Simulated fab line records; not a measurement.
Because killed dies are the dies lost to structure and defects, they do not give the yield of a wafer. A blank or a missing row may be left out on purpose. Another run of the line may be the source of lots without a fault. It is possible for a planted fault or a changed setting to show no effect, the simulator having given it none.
fab line records    flow nandHarc    part 1 of 2: steps 1 to 4 of 6
record lots=23  wafers=69  lastDay=34
route steps=1302 shown A_CHANNEL_HOLE_D1@469 A_ONON_D2@565 A_CHANNEL_HOLE_D2@571
lots that met no fault: from a run of the same line without faults
startH: hours from the record's first day to the start of the lot's first wafer shown    waitH: hours elapsed since this lot's preceding step    " the same as in the row above    L1.1+2: a row that stands for several wafers    - either no value or no given start    * or withheld: withheld    < > ~ a bound
route shown NAME@n: NAME is a module with steps in the file, n the number in the route of the first one    usual: mean/standard deviation of fault-free wafers    same: alike in all rows    chamber/n: place in a boat    sites: the reading at each site    _std_site: standard deviation of those values    _edge_site: mean of outer sites minus mean of inner sites    radiusMm: how far each site lies from the wafer's centre    mask NAME#n: copy n    behind: the last tool/chamber to shape the wafer    hold: reason for holding the lot/hours on hold/outcome of the hold    device: names the non-switching transistor (n, p or np)    end of line: tests of these same wafers at the route's end    a step with no rows: only its recipe    killed: count of dies lost to structure and defects at first sort (not the wafer's yield)    map: a wafer's dies, x killed, . not, _ none there
set.NAME: setting as actually run; set.NAME@STEP: the setting as run at that earlier step    model.NAME: the simulator's own value behind a step, which no gauge read
one table for each step of the route and one row for each wafer, over a sample of lots
services: the hour from which a tool's chamber was out of use, counted from the record's first day as startH (under 0 if before that day), plus the number of hours and why
## steps
# step NHARC_A_CHANNEL_HOLE_D1_ETCH_16
# recipe targetDepthA=31000  overEtchFrac=0.3  timeS=806  ionEnergyEv=150  o2FlowSccm=400  cosFlowSccm=20  arFlowSccm=0  rfW=500  biasW=300  chemistry=O2/COS
# usual drypumpMotorCurrentA=5.9/0.48  mfcArSccm=0.006/0.01  oesProductAu=0.998/0.013  rfVppV=314.2/1.9  showerheadPlenumPTorr=3.12/0.12  throttleValvePct=28.331/0.0081
lot.wafer  tool        chamber  startH  waitH  drypumpMotorCurrentA  mfcArSccm  oesProductAu  rfHoursCounterH  rfVppV  showerheadPlenumPTorr  throttleValvePct
L075.2     rieDiel-06  2        -       -      6.7                   0          0.975         3                313.4   2.99                   28.323
L075.3     "           0        "       "      5.9                   0.027      0.995         4                314.2   3.18                   28.327
L075.6     "           1        "       "      5.7                   0          1.006         -                315.7   3.26                   28.341
L074.4     rieDiel-12  3        -       -      5.1                   0.010      0.997         32               312.8   3.00                   28.330
L074.2     "           0        "       "      6.0                   0          0.988         27               317.0   3.34                   28.319
L074.5     "           1        "       "      5.2                   0          1.018         -                311.6   2.90                   28.345
L076.1     rieDiel-06  3        -       -      5.9                   0          0.997         2                313.1   3.09                   28.346
L076.3     "           0        "       "      5.9                   0.027      0.991         6                314.2   3.18                   28.331
L076.2     "           1        "       "      5.7                   0          1.002         6                315.7   3.26                   28.331
L078.4     rieDiel-06  3        -       -      5.9                   0          1.008         4                313.1   3.09                   28.322
L078.2     "           1        "       "      5.7                   0          1.020         8                317.1   3.26                   28.344
L078.6     "           2        "       "      6.7                   0          0.996         -                312.1   2.99                   28.339
L077.1     rieDiel-12  3        -       -      5.1                   0.010      1.011         46               313.4   2.99                   28.337
L077.4     "           0        "       "      6.1                   0          0.981         40               318.1   3.33                   28.324
L077.5     "           0        "       "      6.1                   0          0.976         -                317.5   3.33                   28.337
L079.4     rieDiel-06  3        -       -      5.9                   0          1.005         6                315.1   3.09                   28.337
L079.2     "           0        "       "      5.9                   0.027      1.009         9                316.3   3.18                   28.326
L079.1     "           1        "       "      5.7                   0          1.004         9                316.7   3.26                   28.332
L080.2     rieDiel-06  1        -       -      5.7                   0          1.001         9                317.0   3.26                   28.331
L080.1     "           2        "       "      6.7                   0          0.985         9                313.7   2.99                   28.333
L080.6     "           0        "       "      5.9                   0.027      1.014         -                313.9   3.18                   28.343
L081.1     rieDiel-06  1        -       -      5.7                   0          1.007         10               316.1   3.26                   28.338
L081.4     "           2        "       "      6.7                   0          0.986         9                312.0   2.99                   28.325
L081.3     "           3        "       "      5.9                   0          1.016         7                313.2   3.09                   28.333
L082.4     rieDiel-12  0        -       -      6.1                   0          0.995         50               316.0   3.32                   28.333
L082.6     "           1        "       "      5.2                   0          1.022         -                311.5   2.89                   28.321
L082.5     "           2        "       "      5.6                   0.009      1.007         -                314.7   3.21                   28.339
L083.3     rieDiel-06  0        -       -      5.9                   0.027      1.004         11               313.7   3.18                   28.340
L083.6     "           0        "       "      5.9                   0.027      1.004         -                316.4   3.18                   28.331
L083.5     "           1        "       "      5.7                   0          1.000         -                315.9   3.26                   28.324
L084.2     rieDiel-06  2        -       -      6.7                   0          0.987         12               312.8   2.99                   28.340
L084.6     "           0        "       "      5.9                   0.027      1.004         -                316.1   3.18                   28.338
L084.5     "           1        "       "      5.7                   0          0.994         -                315.5   3.26                   28.338
L085.4     rieDiel-12  0        -       -      6.1                   0          0.986         5                317.1   3.32                   28.336
L085.3     "           1        "       "      5.2                   0          1.023         5                318.7   3.37                   28.344
L085.5     "           3        "       "      5.1                   0.010      1.013         -                312.4   2.98                   28.335
L086.3     rieDiel-12  2        -       -      5.7                   0.009      1.009         13               314.6   3.20                   28.330
L086.1     "           3        "       "      5.1                   0.010      1.018         12               312.7   2.98                   28.326
L086.6     "           2        "       "      5.6                   0.009      1.011         -                316.8   3.20                   28.334
L088.1     rieDiel-06  3        -       -      5.9                   0          0.994         1                314.1   3.08                   28.319
L088.3     "           1        "       "      5.7                   0          0.991         1                316.0   3.25                   28.322
L088.4     "           2        "       "      6.7                   0          0.981         1                311.2   2.98                   28.328
L087.1     rieDiel-05  3        -       -      5.2                   0.009      0.985         33               312.6   3.01                   28.330
L087.3     "           1        "       "      5.3                   0          1.022         35               313.0   3.00                   28.344
L087.5     "           2        "       "      6.7                   0          1.001         -                314.7   3.09                   28.333
L089.4     rieDiel-06  3        -       -      5.9                   0          0.993         2                315.1   3.08                   28.327
L089.2     "           0        "       "      5.9                   0.027      0.982         2                315.0   3.17                   28.328
L089.3     "           1        "       "      5.7                   0          0.992         1                314.8   3.25                   28.337
L090.2     rieDiel-06  0        -       -      5.9                   0.027      0.979         3                314.4   3.17                   28.332
L090.1     "           1        "       "      5.7                   0          0.993         2                316.2   3.25                   28.323
L090.6     "           1        "       "      5.7                   0          0.985         -                315.8   3.25                   28.350
L091.4     rieDiel-06  1        -       -      5.7                   0          0.994         3                317.0   3.25                   28.335
L091.2     "           3        "       "      5.9                   0          0.996         4                312.5   3.08                   28.327
L091.5     "           2        "       "      6.7                   0          0.992         -                312.2   2.98                   28.329
L094.3     rieDiel-06  2        -       -      6.7                   0          0.986         5                312.2   2.98                   28.334
L094.4     "           0        "       "      5.9                   0.027      0.984         6                313.5   3.17                   28.326
L094.1     "           1        "       "      5.7                   0          1.008         5                315.6   3.25                   28.327
L093.4     rieDiel-06  1        -       -      5.7                   0          0.996         6                313.8   3.25                   28.320
L093.3     "           3        "       "      5.9                   0          0.988         7                315.0   3.08                   28.323
L093.5     "           2        "       "      6.7                   0          1.004         -                311.7   2.98                   28.324
L095.4     rieDiel-06  3        -       -      5.9                   0          0.993         8                313.1   3.08                   28.334
L095.5     "           3        "       "      5.9                   0          1.004         -                313.7   3.08                   28.332
L095.6     "           0        "       "      5.9                   0.027      0.991         -                315.7   3.17                   28.335
L096.2     rieDiel-06  3        -       -      5.9                   0          0.998         8                315.2   3.08                   28.328
L096.1     "           2        "       "      6.7                   0          0.990         8                312.4   2.98                   28.322
L096.5     "           3        "       "      5.9                   0          1.008         -                313.6   3.08                   28.335
L097.2     rieDiel-06  3        -       -      5.9                   0          1.006         9                313.4   3.08                   28.323
L097.4     "           0        "       "      5.9                   0.027      0.999         -                314.3   3.17                   28.313
L097.6     "           3        "       "      5.9                   0          1.007         -                312.9   3.08                   28.328
# step NHARC_A_ONON_D2_THK_MEAS_30
# recipe thkMeasGauge=ellipsometry
# usual thkNm=1001/11
lot.wafer  tool          chamber  startH  waitH  thkNm
L074.2     filmMetro-02  -        286.41  -      988
L074.4     "             -        "       "      988
L074.5     "             -        "       "      989
L075.2     filmMetro-01  -        286.41  -      1004
L075.3     "             -        "       "      1005
L075.6     "             -        "       "      1005
L076.1     filmMetro-01  -        310.73  -      985
L076.2     "             -        "       "      986
L076.3     "             -        "       "      985
L078.2     filmMetro-01  -        323.97  -      985
L078.4     "             -        "       "      985
L078.6     "             -        "       "      985
L077.1     filmMetro-02  -        330.10  -      1022
L077.4     "             -        "       "      1023
L077.5     "             -        "       "      1024
L079.1     filmMetro-01  -        344.65  -      1003
L079.2     "             -        "       "      1006
L079.4     "             -        "       "      1005
L080.1     filmMetro-02  -        344.68  -      996
L080.2     "             -        "       "      996
L080.6     "             -        "       "      995
L081.1     filmMetro-01  -        357.63  -      999
L081.3     "             -        "       "      995
L081.4     "             -        "       "      997
L082.4     filmMetro-02  -        365.31  -      997
L082.5     "             -        "       "      996
L082.6     "             -        "       "      997
L083.3     filmMetro-01  -        374.85  -      1006
L083.5     "             -        "       "      1006
L083.6     "             -        "       "      1005
L084.2     filmMetro-01  -        388.02  -      1005
L084.5     "             -        "       "      1004
L084.6     "             -        "       "      1005
L085.3     filmMetro-01  -        388.04  -      1010
L085.4     "             -        "       "      1008
L085.5     "             -        "       "      1008
L086.1     filmMetro-02  -        416.80  -      1001
L086.3     "             -        "       "      997
L086.6     "             -        "       "      998
L088.1     filmMetro-02  -        432.86  -      1014
L088.3     "             -        "       "      1013
L088.4     "             -        "       "      1012
L087.1     filmMetro-01  -        432.88  -      1020
L087.3     "             -        "       "      1022
L087.5     "             -        "       "      1020
L089.2     filmMetro-01  -        438.75  -      1008
L089.3     "             -        "       "      1008
L089.4     "             -        "       "      1007
L090.1     filmMetro-01  -        452.94  -      1001
L090.2     "             -        "       "      1000
L090.6     "             -        "       "      1000
L091.2     filmMetro-01  -        462.45  -      993
L091.4     "             -        "       "      992
L091.5     "             -        "       "      994
L093.3     filmMetro-02  -        473.01  -      996
L093.4     "             -        "       "      997
L093.5     "             -        "       "      996
L094.1     filmMetro-01  -        473.01  -      1009
L094.3     "             -        "       "      1010
L094.4     "             -        "       "      1010
L095.4     filmMetro-02  -        502.42  -      998
L095.5     "             -        "       "      998
L095.6     "             -        "       "      998
L096.1     filmMetro-01  -        502.44  -      1019
L096.2     "             -        "       "      1021
L096.5     "             -        "       "      1019
L097.2     filmMetro-01  -        525.70  -      981
L097.4     "             -        "       "      981
L097.6     "             -        "       "      982
# step NHARC_A_CHANNEL_HOLE_D2_DEP_01
# recipe targetThkA=1400  targetThkNm=140  tempC=400  pressureTorr=3.5  flowSccm=200  rfW=350  material=SiON
# usual heaterPowerW=824/74
lot.wafer  tool      chamber  startH  waitH  heaterPowerW
L074.2     pecvd-01  2        291.20  1.3    806
L074.5     "         1        "       "      688
L074.4     "         2        "       "      833
L075.3     pecvd-04  1        291.36  1.0    792
L075.2     "         2        "       "      837
L075.6     "         0        "       "      984
L076.1     pecvd-04  2        313.46  1.7    746
L076.3     "         0        "       "      958
L076.2     "         1        "       "      761
L078.2     pecvd-04  0        326.95  1.3    861
L078.6     "         1        "       "      793
L078.4     "         2        "       "      918
L077.1     pecvd-04  0        332.68  1.7    826
L077.4     "         1        "       "      839
L077.5     "         2        "       "      830
L079.1     pecvd-01  1        348.44  1.6    765
L079.2     "         2        "       "      893
L079.4     "         2        "       "      897
L080.1     pecvd-02  0        348.53  1.6    811
L080.2     "         1        "       "      832
L080.6     "         0        "       "      812
L081.3     pecvd-02  2        360.93  1.0    638
L081.1     "         1        "       "      799
L081.4     "         1        "       "      815
L082.4     pecvd-04  2        367.94  0.7    896
L082.5     "         0        "       "      895
L082.6     "         1        "       "      785
L083.3     pecvd-04  0        381.23  1.0    964
L083.6     "         1        "       "      790
L083.5     "         0        "       "      998
L084.2     pecvd-02  1        390.97  1.3    699
L084.5     "         2        "       "      715
L084.6     "         0        "       "      782
L085.3     pecvd-04  0        392.04  1.0    829
L085.5     "         0        "       "      843
L085.4     "         1        "       "      817
L086.3     pecvd-01  2        419.35  1.0    866
L086.1     "         0        "       "      856
L086.6     "         1        "       "      674
L087.1     pecvd-04  2        441.56  1.6    813
L087.3     "         0        "       "      917
L087.5     "         2        "       "      840
L088.1     pecvd-04  2        443.47  1.6    738
L088.3     "         0        "       "      968
L088.4     "         2        "       "      766
L089.3     pecvd-01  0        447.28  1.0    886
L089.2     "         1        "       "      778
L089.4     "         2        "       "      929
L090.1     pecvd-01  1        455.48  1.6    796
L090.2     "         2        "       "      885
L090.6     "         2        "       "      866
L091.2     pecvd-02  0        464.97  1.3    804
L091.5     "         0        "       "      816
L091.4     "         2        "       "      777
L093.3     pecvd-04  0        480.61  1.0    936
L093.4     "         0        "       "      948
L093.5     "         2        "       "      799
L094.3     pecvd-04  2        480.86  1.0    812
L094.1     "         0        "       "      946
L094.4     "         1        "       "      817
L095.5     pecvd-02  0        505.04  0.4    715
L095.4     "         1        "       "      799
L095.6     "         2        "       "      787
L096.2     pecvd-01  2        505.26  1.3    855
L096.1     "         0        "       "      936
L096.5     "         1        "       "      659
L097.2     pecvd-02  2        529.17  1.3    794
L097.4     "         1        "       "      879
L097.6     "         0        "       "      796
# step NHARC_A_CHANNEL_HOLE_D2_ETCH_34
# recipe targetDepthA=1540  timeS=77  cf4FlowSccm=100  chf3FlowSccm=30  arFlowSccm=0  rfW=500  biasW=200  chemistry=CF4/CHF3
# usual drypumpMotorCurrentA=5.8/0.43  mfcArSccm=0.006/0.011  oesProductAu=0.960/0.021  rfVppV=369.3/2.4  showerheadPlenumPTorr=1.53/0.07  throttleValvePct=16.803/0.0092
lot.wafer  tool        chamber  startH  waitH  drypumpMotorCurrentA  mfcArSccm  oesProductAu  rfHoursCounterH  rfVppV  showerheadPlenumPTorr  throttleValvePct
L074.4     rieDiel-13  1        -       -      5.8                   0.008      0.979         6.1              368.8   1.48                   16.811
L074.2     "           2        "       "      6.3                   0          0.987         7.1              367.9   1.48                   16.804
L074.5     "           0        "       "      5.0                   0          0.949         -                368.7   1.50                   16.808
L075.2     rieDiel-10  1        -       -      6.1                   0.013      0.961         1.5              371.0   1.60                   16.815
L075.3     "           3        "       "      5.7                   0.006      0.981         1.2              372.8   1.63                   16.808
L075.6     "           1        "       "      6.2                   0.013      0.949         -                370.7   1.60                   16.824
L076.2     rieDiel-10  3        -       -      5.7                   0.006      0.967         3.0              372.8   1.63                   16.812
L076.3     "           0        "       "      5.8                   0          0.966         2.9              365.6   1.47                   16.809
L076.1     "           1        "       "      6.2                   0.013      0.973         3.2              372.8   1.60                   16.808
L078.2     rieDiel-07  2        -       -      5.9                   0          0.906         1.0              374.6   1.68                   16.823
L078.4     "           2        "       "      5.8                   0          0.911         -                373.9   1.68                   16.799
L078.6     "           1        "       "      5.0                   0          0.940         -                366.4   1.48                   16.798
L077.1     rieDiel-13  0        -       -      5.0                   0          0.952         10.4             369.2   1.50                   16.804
L077.4     "           1        "       "      5.8                   0.008      0.971         8.7              368.4   1.48                   16.801
L077.5     "           0        "       "      5.0                   0          0.952         -                366.3   1.50                   16.809
L079.2     rieDiel-07  0        -       -      6.2                   0          0.958         2.2              369.2   1.51                   16.791
L079.1     "           1        "       "      5.0                   0          0.986         2.2              367.8   1.48                   16.811
L079.4     "           0        "       "      6.2                   0          0.961         -                368.0   1.51                   16.786
L080.1     rieDiel-10  3        -       -      5.7                   0.006      0.939         5.2              371.0   1.63                   16.822
L080.2     "           0        "       "      5.8                   0          0.929         5.3              366.8   1.47                   16.824
L080.6     "           3        "       "      5.7                   0.006      0.940         -                371.9   1.63                   16.806
L081.1     rieDiel-07  0        -       -      6.2                   0          0.964         3.4              369.2   1.51                   16.783
L081.4     "           1        "       "      5.1                   0          1.001         3.3              365.2   1.48                   16.806
L081.3     "           2        "       "      5.9                   0          0.968         2.4              373.8   1.68                   16.815
L082.4     rieDiel-07  2        -       -      5.9                   0          0.942         3.1              374.9   1.68                   16.793
L082.5     "           0        "       "      6.2                   0          0.970         -                367.5   1.51                   16.810
L082.6     "           1        "       "      5.0                   0          0.993         -                367.6   1.48                   16.808
L083.3     rieDiel-07  1        -       -      5.0                   0          0.994         5.2              367.9   1.48                   16.804
L083.5     "           1        "       "      5.0                   0          0.989         -                367.9   1.48                   16.800
L083.6     "           2        "       "      5.9                   0          0.964         -                372.9   1.68                   16.802
L084.2     rieDiel-10  0        -       -      5.8                   0          0.985         8.6              365.8   1.47                   16.805
L084.6     "           0        "       "      5.8                   0          0.986         -                368.9   1.47                   16.800
L084.5     "           1        "       "      6.2                   0.013      0.971         -                372.5   1.60                   16.797
L085.4     rieDiel-10  0        -       -      5.8                   0          0.970         9.1              368.3   1.47                   16.803
L085.3     "           2        "       "      5.9                   0.038      0.981         10.1             368.8   1.52                   16.809
L085.5     "           0        "       "      5.8                   0          0.968         -                367.1   1.47                   16.789
L086.3     rieDiel-07  3        -       -      5.6                   0.007      0.965         6.2              368.7   1.50                   16.802
L086.1     "           1        "       "      5.1                   0          0.986         6.7              368.1   1.48                   16.806
L086.6     "           2        "       "      5.9                   0          0.944         -                374.2   1.68                   16.800
L087.3     rieDiel-07  1        442.84  -      5.1                   0          1.009         7.2              366.1   1.48                   16.797
L087.1     "           2        "       "      5.9                   0          0.983         6.4              374.7   1.68                   16.806
L087.5     "           1        "       "      5.1                   0          1.003         -                367.5   1.48                   16.793
L088.4     rieDiel-13  3        -       -      6.5                   0          0.959         4.1              366.9   1.47                   16.805
L088.3     "           0        "       "      5.0                   0          0.951         5.0              368.0   1.49                   16.810
L088.1     "           2        "       "      6.3                   0          0.981         4.1              368.5   1.48                   16.808
L089.2     rieDiel-07  2        -       -      5.9                   0          0.962         6.6              373.2   1.68                   16.777
L089.4     "           3        "       "      5.6                   0.007      0.968         7.3              368.0   1.50                   16.819
L089.3     "           0        "       "      6.2                   0          0.954         7.6              369.0   1.51                   16.797
L090.1     rieDiel-10  0        -       -      5.7                   0          0.945         1.1              367.0   1.47                   16.815
L090.2     "           1        "       "      6.2                   0.013      0.918         1.2              372.5   1.60                   16.799
L090.6     "           1        "       "      6.1                   0.013      0.920         -                373.1   1.60                   16.798
L091.4     rieDiel-10  3        -       -      5.7                   0.006      0.943         3.4              372.5   1.62                   16.818
L091.2     "           1        "       "      6.1                   0.013      0.961         2.1              371.5   1.60                   16.796
L091.5     "           3        "       "      5.7                   0.006      0.937         -                372.3   1.62                   16.788
L093.4     rieDiel-13  0        -       -      5.0                   0          0.979         8.6              368.2   1.49                   16.797
L093.3     "           1        "       "      5.8                   0.008      0.973         7.5              367.6   1.48                   16.800
L093.5     "           0        "       "      5.0                   0          0.981         -                368.9   1.49                   16.804
L094.1     rieDiel-07  1        -       -      5.0                   0          0.950         0.3              367.5   1.48                   16.800
L094.3     "           2        "       "      5.8                   0          0.969         0.3              373.8   1.68                   16.806
L094.4     "           3        "       "      5.6                   0.007      0.981         0.3              368.8   1.50                   16.800
L095.4     rieDiel-13  2        -       -      6.3                   0          0.955         8.0              367.4   1.48                   16.796
L095.6     "           1        "       "      5.8                   0.008      0.954         -                366.9   1.48                   16.792
L095.5     "           2        "       "      6.2                   0          0.957         -                367.3   1.48                   16.819
L096.1     rieDiel-10  3        -       -      5.7                   0.006      0.936         7.0              373.4   1.62                   16.803
L096.2     "           0        "       "      5.7                   0          0.981         5.2              365.5   1.47                   16.796
L096.5     "           2        "       "      5.9                   0.038      0.957         -                369.3   1.52                   16.813
L097.4     rieDiel-07  1        -       -      5.1                   0          0.918         2.2              366.5   1.48                   16.791
L097.2     "           3        "       "      5.6                   0.007      0.913         2.5              368.4   1.50                   16.791
L097.6     "           2        "       "      5.8                   0          0.931         -                373.6   1.67                   16.802
